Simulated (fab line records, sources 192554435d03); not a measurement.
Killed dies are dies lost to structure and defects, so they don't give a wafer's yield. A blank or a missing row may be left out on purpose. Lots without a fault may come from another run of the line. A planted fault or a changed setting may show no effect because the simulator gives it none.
Chamber matching | flow n5_finfet | N5_BEOL_M10_PECVD_70 on pecvd-01: 3 sister chambers
The step deposits SiO2 from TEOS/O2, target thk 20 nm, time 22.7 s. 6 wafers are shown with their chamber, then 12 later ones without.

WAFERS WITH THEIR CHAMBER
wafer  | chamber | throttle_valve_pct (%) | showerhead_plenum_p_Torr (Torr)
L082.4 | 0       | 22.1                   | 8.82
L086.5 | 2       | 21.4                   | 8.86
L089.6 | 2       | 21.5                   | 8.86
L090.2 | 1       | 21.8                   | 8.77
L090.3 | 0       | 22.1                   | 8.81
L090.5 | 1       | 21.6                   | 8.77

WAFERS WITHOUT THEIR CHAMBER
wafer  | throttle_valve_pct (%) | showerhead_plenum_p_Torr (Torr)
L092.2 | 21.6                   | 8.87
L092.4 | 21.8                   | 8.86
L092.5 | 21.7                   | 8.77
L093.2 | 22.0                   | 8.79
L093.3 | 21.9                   | 8.83
L093.6 | 21.9                   | 8.79
L097.1 | 21.8                   | 8.85
L097.2 | 22.2                   | 8.80
L097.3 | 21.7                   | 8.76
L097.4 | 22.2                   | 8.81
L097.5 | 21.6                   | 8.73
L097.6 | 21.9                   | 8.86

WHICH CHAMBER EACH WENT THROUGH
wafer  | from the rows above     | in truth
L092.2 | 2                       | 2
L092.4 | 2                       | 2
L092.5 | 1                       | 1
L093.2 | can't be placed: 1 or 0 | 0
L093.3 | 0                       | 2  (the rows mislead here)
L093.6 | can't be placed: 1 or 0 | 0
L097.1 | 2                       | 2
L097.2 | 0                       | 0
L097.3 | 1                       | 1
L097.4 | 0                       | 0
L097.5 | 1                       | 1
L097.6 | 2                       | 2
Placed correctly: 9 of 12. Can't be placed from these rows: 2 (the true chamber is among the candidates in 2). Placed wrongly: 1.
How it was worked out, from the rows above alone: a wafer's distance from a chamber is the root of the sum, over the readings, of the square of ((its reading less the chamber's mean) divided by the reading's scatter). The wafer belongs to the nearest chamber; if the next one is less than 2 further off, it can't be placed. A chamber's mean is the mean of its shown wafers. The scatter: the root of (the sum of the squares of (reading less its chamber's mean) over the shown wafers, divided by (wafers less chambers)).
